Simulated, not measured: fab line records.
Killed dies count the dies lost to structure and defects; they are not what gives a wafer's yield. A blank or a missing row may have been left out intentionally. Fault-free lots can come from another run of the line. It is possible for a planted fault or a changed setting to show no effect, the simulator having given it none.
Chamber matching | flow nand-harc | NHARC_A_CHANNEL_FILL_D1_ALD_25 on ald-hk-01 has 4 sister chambers
The step deposits SiOx, target thk 60 nm, pulse time 10 s, ald cycles 600. 4 wafers are shown with their chamber, then 8 later ones without.

WAFERS, EACH WITH ITS CHAMBER
wafer  | chamber | heater-power-w (W)
L083.1 | 1       | 477
L087.5 | 2       | 446
L085.5 | 3       | 378
L091.3 | 0       | 474

WAFERS WHOSE CHAMBER IS MISSING
wafer  | heater-power-w (W)
L091.1 | 450
L091.6 | 387
L094.1 | 453
L094.3 | 476
L094.6 | 486
L096.2 | 489
L096.1 | 462
L096.5 | 489

WHICH CHAMBER EACH WENT THROUGH
wafer  | from the rows above          | in truth
L091.1 | 2                            | 2
L091.6 | 3                            | 3
L094.1 | can't be placed: 2 or 0 or 1 | 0
L094.3 | can't be placed: 1 or 0      | 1
L094.6 | can't be placed: 1 or 0      | 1
L096.2 | can't be placed: 1 or 0      | 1
L096.1 | can't be placed: 0 or 1 or 2 | 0
L096.5 | can't be placed: 1 or 0      | 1
Correct placement for 2 of the 8. From these rows, 6 cannot be placed; in 6 the true chamber is one of the candidates. Number placed wrongly: 0.
How it was worked out, from the rows above alone: a wafer's distance from a chamber is the root of the sum, over the readings, of the square of ((its reading less the chamber's mean) divided by the reading's scatter). If the next closest chamber is less than 2 further off than the closest, the wafer can't be placed; otherwise it belongs to the closest. The mean given for a chamber averages the wafers shown for that chamber. The scatter: root of mean squared gap, hidden wafer to nearest shown wafer, with one shown wafer a chamber.
